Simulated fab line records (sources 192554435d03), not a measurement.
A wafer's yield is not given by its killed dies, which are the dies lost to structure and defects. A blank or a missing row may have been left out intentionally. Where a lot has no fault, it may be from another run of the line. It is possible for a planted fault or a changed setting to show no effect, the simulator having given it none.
fab line records | flow n5_finfet
[record] lots = 11 | wafers = 27 | last_day = 18
route steps=1938 shown BEOL_M6@1214 PASSIVATION@1936
lots that met no fault: taken from a fault-free run of the same line
start_h: the number of hours between the record's first day and the start of the first shown wafer of the lot | wait_h: hours from the lot's prior step to this one | " as in the row above | L1.1+2: one row covering several wafers at once | - either no value or no given start | * or withheld: withheld | < > ~ a bound
route shown NAME@n: a module of which the file shows steps, and the number in the route of the first | usual: the fault-free wafers' mean and standard deviation | same: alike in all rows | chamber/n: place in a boat | sites: each site's reading | _std_site: their standard deviation | _edge_site: mean of outer sites minus mean of inner sites | radius_mm: for every site, how far away it sits from the centre of the wafer | mask NAME#n: copy n | behind: the tool/chamber that last shaped the wafer | hold: what put the lot on hold/how long, in hours/how the hold closed | device: which transistor (n, p or np) failed to switch | end of line: the route-end tests of the same wafers | a step without rows: its recipe alone | killed: dies that structure and defects cost at the first sort, which is not the same as the wafer's yield | map: shows each die of a wafer: x if killed, . if not, _ if none is there
set.NAME: the setting as run; set.NAME@STEP: as run at that earlier step | model.NAME: the simulator's own value behind a step, which no gauge read
route steps across a sampled set of lots; one table per step, one row per wafer
services: from which hour (start_h, from the record's first day; less than 0 if before it) a tool's chamber was out of use, for how many hours, and why
[[steps]]
[step N5_BEOL_M6_STRIP_67]
[recipe] chemistry = CF4 | resist = SiARC | power_w = 300 | bias_power_w = 75 | pressure_mtorr = 50 | cf4_flow_sccm = 150 | rf_frequency_hz = 6e+07
[usual] drypump_motor_current_A = 5.8/0.41 | oes_product_au = 0.83/0.092 | rf_vpp_V = 271.5/1.4 | showerhead_plenum_p_Torr = 1.82/0.052 | throttle_valve_pct = 13.50/0.24
lot.wafer | tool        | chamber | start_h | wait_h | drypump_motor_current_A | oes_product_au | rf_hours_counter_h | rf_vpp_V | showerhead_plenum_p_Torr | throttle_valve_pct
L337.4    | rie_diel-06 | 1       | 178.47  | 0.0    | 6.5                     | 1.00           | 1                  | 272.7    | 1.86                     | 13.20
L337.6    | "           | 2       | "       | "      | 6.4                     | 0.95           | -                  | 271.9    | 1.83                     | 13.25
L340.2    | rie_diel-05 | 0       | 193.83  | 0.0    | 5.3                     | 0.91           | 18                 | 270.5    | 1.76                     | 13.34
L340.5    | "           | 2       | "       | "      | 5.7                     | 0.76           | -                  | 272.7    | 1.89                     | 13.71
L340.6    | "           | 3       | "       | "      | 6.1                     | 0.70           | -                  | 271.1    | 1.77                     | 13.88
L339.2    | rie_diel-05 | 3       | 209.22  | 0.0    | 6.1                     | 0.68           | 245                | 271.3    | 1.77                     | 13.88
L339.3    | "           | 0       | "       | "      | 5.4                     | 0.89           | 23                 | 270.1    | 1.75                     | 13.34
L342.3    | rie_diel-05 | 1       | 215.43  | 0.0    | 6.1                     | 0.85           | 47                 | 272.8    | 1.83                     | 13.25
L342.4    | "           | 0       | "       | "      | 5.3                     | 0.90           | 24                 | 269.1    | 1.75                     | 13.34
L342.6    | "           | 1       | "       | "      | 6.1                     | 0.86           | -                  | 272.7    | 1.83                     | 13.25
L344.2    | rie_diel-04 | 3       | 217.68  | 0.0    | 5.4                     | 0.70           | 243                | 270.2    | 1.78                     | 13.99
L344.3    | "           | 0       | "       | "      | 5.3                     | 0.97           | 2                  | 271.9    | 1.82                     | 13.38
L344.5    | "           | 0       | "       | "      | 5.3                     | 0.97           | -                  | 272.6    | 1.82                     | 13.34
L343.1    | rie_diel-06 | 0       | 217.85  | 0.0    | 5.3                     | 0.68           | 223                | 269.3    | 1.71                     | 13.80
L343.3    | "           | 3       | "       | "      | 5.7                     | 0.86           | 35                 | 270.1    | 1.84                     | 13.29
L343.4    | "           | 1       | "       | "      | 6.5                     | 0.94           | 15                 | 270.4    | 1.85                     | 13.25
L341.1    | rie_diel-06 | 2       | 250.23  | 0.0    | 6.4                     | 0.90           | 37                 | 272.0    | 1.82                     | 13.29
L341.4    | "           | 1       | "       | "      | 6.5                     | 0.91           | 24                 | 271.5    | 1.85                     | 13.28
L341.5    | "           | 2       | "       | "      | 6.4                     | 0.91           | -                  | 271.2    | 1.82                     | 13.31
L349.2    | rie_diel-04 | 1       | 272.16  | 0.0    | 5.4                     | 0.94           | 9                  | 270.5    | 1.85                     | 13.34
L349.3    | "           | 0       | "       | "      | 5.3                     | 0.89           | 26                 | 272.4    | 1.82                     | 13.41
L354.1    | rie_diel-05 | 1       | 313.40  | 0.0    | 6.2                     | 0.81           | 85                 | 271.9    | 1.82                     | 13.34
L354.4    | "           | 2       | "       | "      | 5.7                     | 0.73           | 175                | 273.1    | 1.88                     | 13.80
L358.2    | rie_diel-05 | 2       | 325.99  | 0.0    | 5.7                     | 0.73           | 178                | 271.5    | 1.88                     | 13.80
L358.4    | "           | 0       | "       | "      | 5.4                     | 0.83           | 68                 | 270.1    | 1.74                     | 13.45
L360.2    | rie_diel-05 | 3       | 332.20  | 0.0    | 6.1                     | 0.97           | 7                  | 270.1    | 1.76                     | 13.34
L360.4    | "           | 0       | "       | "      | 5.3                     | 0.82           | 70                 | 270.0    | 1.74                     | 13.45
[step N5_BEOL_M6_INSPECT_30]
[recipe] mode = adi | inspect_instrument = brightfield
[usual] raw_defect_count = 389/69
lot.wafer | tool              | chamber | start_h | wait_h | raw_defect_count
L337.4    | defect_inspect-01 | -       | 179.38  | 0.0    | 384
L337.6    | "                 | -       | "       | "      | 384
L340.2    | defect_inspect-02 | -       | 195.20  | 0.0    | 413
L340.5    | "                 | -       | "       | "      | 405
L340.6    | "                 | -       | "       | "      | 356
L339.2    | defect_inspect-02 | -       | 214.13  | 0.0    | 319
L339.3    | "                 | -       | "       | "      | 347
L342.3    | defect_inspect-01 | -       | 216.24  | 0.0    | 404
L342.4    | "                 | -       | "       | "      | 357
L342.6    | "                 | -       | "       | "      | 455
L344.2    | defect_inspect-02 | -       | 218.44  | 0.0    | 526
L344.3    | "                 | -       | "       | "      | 315
L344.5    | "                 | -       | "       | "      | 502
L343.1    | defect_inspect-02 | -       | 218.52  | 0.1    | 304
L343.3    | "                 | -       | "       | "      | 317
L343.4    | "                 | -       | "       | "      | 310
L341.1    | defect_inspect-01 | -       | 254.26  | 0.1    | 407
L341.4    | "                 | -       | "       | "      | 312
L341.5    | "                 | -       | "       | "      | 386
L349.2    | defect_inspect-02 | -       | 273.11  | 0.0    | 425
L349.3    | "                 | -       | "       | "      | 593
L354.1    | defect_inspect-01 | -       | 316.11  | 0.1    | 372
L354.4    | "                 | -       | "       | "      | 421
L358.2    | defect_inspect-02 | -       | 330.46  | 0.0    | 432
L358.4    | "                 | -       | "       | "      | 346
L360.2    | defect_inspect-02 | -       | 334.65  | 0.0    | 380
L360.4    | "                 | -       | "       | "      | 395
[step N5_BEOL_M6_STRIP_36]
[recipe] chemistry = N2/H2 | power_w = 450 | temp_c = 40 | pressure_mtorr = 20 | rf_frequency_hz = 6e+07 | overash_fraction = 0.3 | bias_power_w = 7 | h2_frac = 0.5 | n2_flow_sccm = 200 | h2_flow_sccm = 200
[usual] drypump_motor_current_A = 5.7/0.41 | oes_product_au = 0.83/0.086 | rf_vpp_V = 59.3/1.5 | showerhead_plenum_p_Torr = 2.57/0.068 | throttle_valve_pct = 23.5/0.33
lot.wafer | tool        | chamber | start_h | wait_h | drypump_motor_current_A | oes_product_au | rf_hours_counter_h | rf_vpp_V | showerhead_plenum_p_Torr | throttle_valve_pct
L337.4    | rie_diel-04 | 2       | 179.65  | 0.0    | 5.8                     | 0.83           | 107                | 58.8     | 2.65                     | 23.4
L337.6    | "           | 3       | "       | "      | 5.3                     | 0.73           | -                  | 58.8     | 2.50                     | 23.6
L340.2    | rie_diel-04 | 2       | 195.99  | 0.0    | 5.9                     | 0.80           | 113                | 57.4     | 2.65                     | 23.4
L340.5    | "           | 2       | "       | "      | 5.8                     | 0.82           | -                  | 61.7     | 2.65                     | 23.4
L340.6    | "           | 3       | "       | "      | 5.3                     | 0.71           | -                  | 59.4     | 2.49                     | 23.7
L339.2    | rie_diel-06 | 3       | 214.40  | 0.0    | 5.7                     | 0.88           | 33                 | 61.9     | 2.60                     | 23.3
L339.3    | "           | 2       | "       | "      | 6.4                     | 0.89           | 26                 | 61.3     | 2.57                     | 23.2
L342.3    | rie_diel-06 | 3       | 216.50  | 0.0    | 5.7                     | 0.87           | 34                 | 59.2     | 2.60                     | 23.3
L342.4    | "           | 0       | "       | "      | 5.4                     | 0.67           | 222                | 59.7     | 2.39                     | 23.4
L342.6    | "           | 0       | "       | "      | 5.3                     | 0.68           | -                  | 58.6     | 2.39                     | 23.4
L344.2    | rie_diel-04 | 1       | 218.71  | 0.0    | 5.4                     | 0.70           | 246                | 60.3     | 2.62                     | 24.2
L344.3    | "           | 3       | "       | "      | 5.3                     | 0.72           | 244                | 60.7     | 2.49                     | 23.7
L344.5    | "           | 0       | "       | "      | 5.3                     | 0.95           | -                  | 59.2     | 2.59                     | 23.3
L343.1    | rie_diel-06 | 0       | 218.79  | 0.0    | 5.3                     | 0.68           | 223                | 57.8     | 2.39                     | 23.5
L343.3    | "           | 2       | "       | "      | 6.4                     | 0.89           | 28                 | 59.4     | 2.57                     | 23.2
L343.4    | "           | 1       | "       | "      | 6.5                     | 0.94           | 15                 | 57.5     | 2.58                     | 23.1
L341.1    | rie_diel-05 | 0       | 254.53  | 0.0    | 5.4                     | 0.88           | 36                 | 56.8     | 2.50                     | 23.9
L341.4    | "           | 0       | "       | "      | 5.3                     | 0.87           | -                  | 61.3     | 2.50                     | 24.0
L341.5    | "           | 2       | "       | "      | 5.7                     | 0.75           | -                  | 60.4     | 2.67                     | 23.9
L349.2    | rie_diel-04 | 2       | 273.37  | 0.0    | 5.9                     | 0.80           | 145                | 61.0     | 2.64                     | 23.4
L349.3    | "           | 1       | "       | "      | 5.4                     | 0.96           | 9                  | 58.2     | 2.62                     | 24.0
L354.1    | rie_diel-04 | 0       | 316.41  | 0.0    | 5.3                     | 0.84           | 43                 | 58.0     | 2.57                     | 23.3
L354.4    | "           | 3       | "       | "      | 5.4                     | 0.94           | 14                 | 60.4     | 2.48                     | 23.5
L358.2    | rie_diel-06 | 0       | 330.72  | 0.0    | 5.4                     | 1.00           | 3                  | 58.4     | 2.69                     | 23.3
L358.4    | "           | 2       | "       | "      | 6.4                     | 0.84           | 63                 | 58.5     | 2.56                     | 23.2
L360.2    | rie_diel-06 | 0       | 334.91  | 0.0    | 5.3                     | 1.00           | 4                  | 58.9     | 2.69                     | 23.3
L360.4    | "           | 3       | "       | "      | 5.7                     | 0.82           | 73                 | 60.6     | 2.58                     | 23.4
[step N5_BEOL_M6_ETCH_41]
[recipe] chemistry = CH3F/O2 | target = SiCN | target_depth_a = 297 | taper_deg = 2 | time_s = 52 | ion_energy_ev = 120 | mask_material = TiN | pressure_mtorr = 30 | source_w = 395 | bias_w = 75 | Ar_flow_sccm = 150 | CH3F_flow_sccm = 30 | O2_flow_sccm = 20
[usual] drypump_motor_current_A = 5.7/0.41 | mfc_ar_sccm = 150.0/0.39 | oes_product_au = 0.83/0.087 | rf_fwd_power_W = 390.9/1.6 | rf_vpp_V = 297.9/1.4 | run_length_s = 75.3/0.42 | showerhead_plenum_p_Torr = 2.03/0.05 | throttle_valve_pct = 16.22/0.23
lot.wafer | tool        | chamber | start_h | wait_h | drypump_motor_current_A | mfc_ar_sccm | oes_product_au | rf_fwd_power_W | rf_hours_counter_h | rf_vpp_V | run_length_s | showerhead_plenum_p_Torr | throttle_valve_pct
L337.4    | rie_diel-04 | 2       | 179.73  | -      | 5.8                     | 149.4       | 0.83           | 391.2          | 107                | 299.5    | 75.9         | 2.10                     | 16.35
L337.6    | "           | 3       | "       | "      | 5.4                     | 149.8       | 0.71           | 389.6          | -                  | 296.5    | 75.6         | 1.97                     | 16.63
L340.2    | rie_diel-04 | 2       | 196.06  | -      | 5.8                     | 150.0       | 0.82           | 391.2          | 113                | 297.3    | 75.6         | 2.09                     | 16.37
L340.5    | "           | 2       | "       | "      | 5.8                     | 149.9       | 0.82           | 390.4          | -                  | 298.5    | 75.7         | 2.09                     | 16.37
L340.6    | "           | 3       | "       | "      | 5.3                     | 150.4       | 0.71           | 392.9          | -                  | 296.5    | 75.6         | 1.97                     | 16.64
L339.2    | rie_diel-06 | 3       | 214.47  | -      | 5.7                     | 150.2       | 0.86           | 390.0          | 33                 | 299.0    | 75.2         | 2.03                     | 15.95
L339.3    | "           | 2       | "       | "      | 6.4                     | 149.6       | 0.92           | 394.4          | 26                 | 298.8    | 74.8         | 2.03                     | 15.99
L342.3    | rie_diel-06 | 3       | 216.57  | -      | 5.7                     | 150.4       | 0.86           | 387.2          | 34                 | 298.4    | 75.1         | 2.03                     | 15.94
L342.4    | "           | 0       | "       | "      | 5.3                     | 149.6       | 0.66           | 390.9          | 223                | 296.6    | 75.8         | 1.92                     | 16.60
L342.6    | "           | 0       | "       | "      | 5.3                     | 149.5       | 0.66           | 387.4          | -                  | 296.6    | 75.4         | 1.92                     | 16.60
L344.2    | rie_diel-04 | 1       | 218.78  | -      | 5.4                     | 149.7       | 0.70           | 392.4          | 246                | 296.9    | 74.7         | 2.04                     | 16.40
L344.3    | "           | 3       | "       | "      | 5.3                     | 150.3       | 0.70           | 391.9          | 244                | 297.5    | 75.7         | 1.97                     | 16.63
L344.5    | "           | 0       | "       | "      | 5.3                     | 150.1       | 0.98           | 388.2          | -                  | 297.2    | 75.2         | 2.06                     | 16.23
L343.1    | rie_diel-06 | 0       | 218.86  | -      | 5.3                     | 150.4       | 0.66           | 387.8          | 224                | 295.7    | 75.8         | 1.92                     | 16.62
L343.3    | "           | 2       | "       | "      | 6.3                     | 150.2       | 0.92           | 393.0          | 28                 | 298.0    | 74.9         | 2.03                     | 15.99
L343.4    | "           | 1       | "       | "      | 6.5                     | 150.5       | 0.96           | 389.9          | 15                 | 299.8    | 75.3         | 2.05                     | 15.93
L341.1    | rie_diel-05 | 0       | 254.60  | -      | 5.3                     | 150.1       | 0.87           | 389.7          | 36                 | 295.3    | 74.5         | 1.96                     | 16.19
L341.4    | "           | 0       | "       | "      | 5.3                     | 149.7       | 0.87           | 391.9          | -                  | 294.9    | 74.7         | 1.96                     | 16.20
L341.5    | "           | 2       | "       | "      | 5.7                     | 149.7       | 0.75           | 392.6          | -                  | 298.8    | 75.4         | 2.07                     | 16.29
L349.2    | rie_diel-04 | 2       | 273.44  | -      | 5.8                     | 149.6       | 0.78           | 391.1          | 145                | 300.2    | 75.5         | 2.08                     | 16.43
L349.3    | "           | 1       | "       | "      | 5.4                     | 150.3       | 0.94           | -              | 9                  | 297.4    | 71.3         | 2.03                     | 15.97
L354.1    | rie_diel-04 | 0       | 316.49  | -      | 5.3                     | 149.8       | 0.88           | 390.0          | 43                 | 297.1    | 75.2         | 2.05                     | 16.31
L354.4    | "           | 3       | "       | "      | 5.3                     | 149.1       | 0.92           | -              | 14                 | 295.4    | 72.2         | 1.96                     | 16.24
L358.2    | rie_diel-06 | 0       | 330.80  | -      | 5.3                     | 150.4       | 0.99           | 388.8          | 3                  | 300.3    | 75.7         | 2.16                     | 16.22
L358.4    | "           | 2       | "       | "      | 6.4                     | 150.0       | 0.87           | 391.0          | 63                 | 298.6    | 75.0         | 2.01                     | 16.06
L360.2    | rie_diel-06 | 0       | 334.98  | -      | 5.3                     | 150.2       | 0.98           | 389.4          | 5                  | 298.9    | 75.6         | 2.16                     | 16.22
L360.4    | "           | 3       | "       | "      | 5.7                     | 150.1       | 0.80           | 392.1          | 73                 | 298.2    | 74.6         | 2.02                     | 16.03
[step N5_PASSIVATION_PROBE_49]
[usual] defect_limited_yield = 91.1/1.3 | killed_at_M0_to_M3 = 32/9.7 | killed_at_M4_up = 16/6 | killed_at_contacts = 12/5.9 | killed_at_front_end = 41/11 | killed_at_other = 4/3.1 | killed_dies = 104/16 | killed_open = 68/12 | killed_short = 34/7.4 | sort_bin_5_function = 5.1/0.85 | sort_bin_6_memory = 3.3/0.66 | sort_bin_8_speed = 0.1/0.53 | sort_n_pass = 1075/16 | sort_yield_pct = 91.1/1.4
[same] gross_dies = 1180 | killed_at_back_side = 0 | sort_bin_4_leakage[%] = 0
lot.wafer | tool      | chamber | start_h | wait_h | defect_limited_yield[%] | killed_at_M0_to_M3 | killed_at_M4_up | killed_at_contacts | killed_at_front_end | killed_at_other | killed_dies | killed_open | killed_short | sort_bin_5_function[%] | sort_bin_6_memory[%] | sort_bin_8_speed[%] | sort_n_pass | sort_yield_pct[%]
L349.2    | prober-01 | -       | 367.61  | 0.1    | 89.9                    | 34                 | 11              | 9                  | 54                  | 11              | 119         | 69          | 43           | 6.4                    | 2.6                  | 0.1                 | 1061        | 89.9
L358.2    | prober-02 | -       | 418.25  | 0.1    | 91.6                    | 30                 | 20              | 16                 | 28                  | 5               | 99          | 66          | 32           | 5.7                    | 2.5                  | 0                   | 1081        | 91.6
L358.4    | prober-02 | -       | 418.35  | 0.2    | 92.7                    | 25                 | 20              | 2                  | 36                  | 3               | 86          | 51          | 32           | 4.4                    | 2.5                  | 0                   | 1094        | 92.7
// killed by level:class
L349.2 FIN_SAQP:geometric_particle:short=14 BEOL_M0_SAQP:geometric_particle:open=11 FIN_SAQP:geometric_particle:open=9 GATE_CUT:geometric_particle:open=9 GATE_CUT:geometric_particle:short=6 MOL_CONTACT_COAG:geometric_particle:open=6 BEOL_M0_SAQP:geometric_particle:short=6 HKMG_FIN:area_etch=6
L358.2 MOL_CONTACT_COAG:geometric_particle:open=11 BEOL_M4:geometric_particle:open=9 BEOL_M0_SAQP:geometric_particle:open=8 STI_FIN_REVEAL:geometric_particle:open=7 FIN_SAQP:geometric_particle:short=6 MOL_CONTACT_COAG:geometric_particle:short=5 BEOL_M0_SAQP:geometric_particle:short=5 BEOL_M2:geometric_particle:open=5
L358.4 BEOL_M4:geometric_particle:open=10 FIN_SAQP:geometric_particle:short=7 BEOL_M0_SAQP:geometric_particle:short=7 BEOL_M1:geometric_particle:open=7 GATE_CUT:geometric_particle:open=5 GATE_CUT:geometric_particle:short=5 BEOL_M2:geometric_particle:open=5 FIN_SAQP:geometric_particle:open=4
[[services]]
tool        | chamber | start_h | hours | kind
rie_diel-06 | 1       | 163.37  | -     | clean
rie_diel-06 | 1       | 163.37  | -     | consumable_replace:focus_ring
rie_diel-06 | 1       | 163.37  | 11.2  | scheduled_down
rie_diel-06 | 1       | 163.37  | 11.2  | vent_cycle
rie_diel-05 | 0       | 167.07  | 5.0   | repair
rie_diel-04 | 2       | 175.54  | 3.6   | repair
rie_diel-05 | 1       | 183.42  | 12.0  | repair
rie_diel-04 | 0       | 197.28  | -     | clean
rie_diel-04 | 0       | 197.28  | -     | consumable_replace:focus_ring
rie_diel-04 | 0       | 197.28  | 12.2  | scheduled_down
rie_diel-04 | 0       | 197.28  | 12.2  | vent_cycle
rie_diel-05 | -       | 205.16  | 0.7   | repair
rie_diel-05 | -       | 218.37  | 0.1   | repair
rie_diel-04 | 1       | 229.60  | -     | clean
rie_diel-04 | 1       | 229.60  | -     | consumable_replace:focus_ring
rie_diel-04 | 1       | 229.60  | 21.3  | scheduled_down
rie_diel-04 | 1       | 229.60  | 21.3  | vent_cycle
rie_diel-05 | 3       | 242.46  | 40.9  | repair
rie_diel-04 | 3       | 250.90  | -     | clean
rie_diel-04 | 1       | 252.29  | 3.0   | repair
rie_diel-06 | 2       | 275.94  | 2.5   | repair
rie_diel-06 | 0       | 300.33  | -     | clean
rie_diel-06 | 0       | 300.33  | -     | consumable_replace:focus_ring
rie_diel-06 | 0       | 300.33  | -     | consumable_replace:showerhead
[[key]]
[first_sign] step = N5_BEOL_M6_ETCH_41 | reading = run_length_s | direction = down | sigmas = 8.4 | usual = * | struck = *
effect none on later readings
met_at N5_BEOL_M6_ETCH_41
struck_lots L349,L354
struck_wafers L349.3,L354.4
not_acting_at N5_BEOL_M6_STRIP_67,N5_BEOL_M6_INSPECT_30,N5_BEOL_M6_STRIP_36
onset_between 218.78 273.44
[fault] kind = process_parameter_drift | tool = rie_diel-04 | chamber = - | onset_h = 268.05 | steps = N5_BEOL_M6_ETCH_41 | channel = time_s | offset = * | shape = step | end_h = 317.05 | scope = struck_wafers_only | acts_in = * | stated = *
